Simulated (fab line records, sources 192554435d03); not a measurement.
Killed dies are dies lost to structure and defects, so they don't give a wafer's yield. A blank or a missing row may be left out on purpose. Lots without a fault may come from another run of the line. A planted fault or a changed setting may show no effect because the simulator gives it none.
Chamber matching | flow n5_finfet | N5_BEOL_M11_DESCUM_16 on rie_diel-02: 4 sister chambers
The step chemistry O2, time 7.9 s. 16 wafers are shown with their chamber, then 8 later ones without.

WAFERS WITH THEIR CHAMBER
wafer  | chamber | showerhead_plenum_p_Torr (Torr) | throttle_valve_pct (%) | drypump_motor_current_A (A)
L074.2 | 3       | 2.06                            | 20.20                  | 5.8
L074.3 | 2       | 2.18                            | 20.61                  | 6.3
L074.5 | 1       | 2.02                            | 20.82                  | 6.0
L076.1 | 0       | 2.07                            | 20.65                  | 5.8
L076.4 | 2       | 2.18                            | 20.64                  | 6.3
L076.6 | 2       | 2.18                            | 20.62                  | 6.2
L075.1 | 1       | 2.02                            | 20.84                  | 6.0
L075.3 | 2       | 2.18                            | 20.65                  | 6.3
L075.5 | 0       | 2.07                            | 20.64                  | 5.7
L077.2 | 3       | 2.06                            | 20.21                  | 5.9
L077.5 | 2       | 2.17                            | 20.61                  | 6.3
L077.6 | 3       | 2.06                            | 20.21                  | 5.9
L082.1 | 2       | 2.17                            | 20.63                  | 6.3
L082.3 | 0       | 2.07                            | 20.67                  | 5.8
L082.6 | 0       | 2.07                            | 20.66                  | 5.8
L083.1 | 2       | 2.17                            | 20.66                  | 6.3

SIGNATURES (means of the wafers above)
reading                  | chamber 0 | chamber 1 | chamber 2 | chamber 3 | scatter within a chamber
showerhead_plenum_p_Torr | 2.0700    | 2.0200    | 2.1757    | 2.0600    | 0.00378
throttle_valve_pct       | 20.6550   | 20.8300   | 20.6314   | 20.2067   | 0.0159
drypump_motor_current_A  | 5.775     | 6.000     | 6.286     | 5.867     | 0.0435
Rule: a wafer's distance from a chamber is the root of the sum, over the readings, of the square of ((its reading less the chamber's mean) divided by the reading's scatter). The wafer belongs to the nearest chamber; if the next one is less than 2 further off, it can't be placed. The scatter: the root of (the sum of the squares of (reading less its chamber's mean) over the shown wafers, divided by (wafers less chambers)).

WAFERS WITHOUT THEIR CHAMBER
wafer  | showerhead_plenum_p_Torr (Torr) | throttle_valve_pct (%) | drypump_motor_current_A (A)
L083.2 | 2.01                            | 20.89                  | 6.0
L083.3 | 2.01                            | 20.87                  | 6.0
L085.1 | 2.17                            | 20.68                  | 6.3
L085.4 | 2.17                            | 20.65                  | 6.3
L085.5 | 2.01                            | 20.87                  | 6.0
L087.1 | 2.06                            | 20.68                  | 5.8
L087.3 | 2.16                            | 20.68                  | 6.2
L087.5 | 2.06                            | 20.68                  | 5.8

WHICH CHAMBER EACH WENT THROUGH
wafer  | from the rows above | in truth
L083.2 | 1                   | 1
L083.3 | 1                   | 1
L085.1 | 2                   | 2
L085.4 | 2                   | 2
L085.5 | 1                   | 1
L087.1 | 0                   | 0
L087.3 | 2                   | 2
L087.5 | 0                   | 0
Placed correctly: 8 of 8. Can't be placed from these rows: 0. Placed wrongly: 0.
